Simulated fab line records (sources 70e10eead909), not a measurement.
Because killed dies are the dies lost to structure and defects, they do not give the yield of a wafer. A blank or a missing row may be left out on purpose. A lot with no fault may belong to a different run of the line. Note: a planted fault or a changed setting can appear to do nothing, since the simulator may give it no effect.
Which tool did it? | flow nandHarc | 24 lots, 72 wafers sampled, at 1 step of a route of 1302

## WHAT THE GAUGES SHOWED, per wafer
NHARC_A_WL_FILL_INSPECT_15.
lot  | measured     | on               | rawDefectCount
L074 | day 20 17:08 | defectInspect-01 | 504 507 510
L075 | day 21 17:43 | defectInspect-01 | 477 481 459
L077 | day 22 03:15 | defectInspect-01 | 244 471 399
L076 | day 22 03:25 | defectInspect-02 | 656 750 523
L078 | day 22 17:35 | defectInspect-02 | 401 454 507
L079 | day 23 11:43 | defectInspect-02 | 376 365 397
L081 | day 23 17:09 | defectInspect-02 | 421 431 471
L080 | day 23 19:23 | defectInspect-01 | 647 555 448
L083 | day 24 05:48 | defectInspect-01 | 442 489 594
L082 | day 24 06:16 | defectInspect-02 | 887 661 570
L084 | day 25 01:45 | defectInspect-01 | 642 952 698
L085 | day 25 08:00 | defectInspect-01 | 362 419 329
L086 | day 26 08:11 | defectInspect-02 | 350 400 486
L087 | day 26 19:23 | defectInspect-01 | 461 417 489
L089 | day 27 07:09 | defectInspect-01 | 446 407 389
L088 | day 27 07:10 | defectInspect-02 | 741 646 682
L091 | day 27 16:31 | defectInspect-02 | 938 743 630
L090 | day 27 16:40 | defectInspect-01 | 421 492 462
L092 | day 29 12:58 | defectInspect-02 | 426 442 509
L093 | day 29 16:00 | defectInspect-01 | 365 462 438
L094 | day 29 19:37 | defectInspect-01 | 361 478 417
L095 | day 30 05:14 | defectInspect-02 | 288 407 317
L096 | day 30 22:04 | defectInspect-02 | 1010 368 673
L097 | day 31 01:22 | defectInspect-01 | 750 703 902

## TOOL THAT RAN EACH LOT (tool first, then ch and the chambers of the sampled wafers, then the start)
There is no process step in the record ahead of these readings.

## AS READ BY THE TOOLS THEMSELVES (means over the sampled wafers that have a number; for cases with no such wafer, the mark the record gives instead)
The record holds no such reading with a usual standard deviation.

## THE ANSWER, worked out from the rows above alone
Rule: what is usual is taken from the lots themselves. The widest of any qualifying gaps counts: lots, ordered by their means at a reading, are off when they make up no more than a third of the lots, leave a main group of 4 or more, and stand apart from it by 3 or more times the standard deviation of that group's means. If all means in a main group match to the digits the tables above print for the reading, that group is not used. A lot without any number at a reading at which 4 lots or more have one is off too. Where the step has rows for the other lots, those lots are counted as sound. The gauges are gone through in route order, then the tools' own readings, and for those a lot's mean is taken as printed above. The first step at which some lot is off is used, and at that step the reading that is off furthest; a lot without a number counts as furthest.
No lot is off on any of the readings shown, so nothing can be concluded from this.

## WHAT THE SIMULATOR HAD PUT IN
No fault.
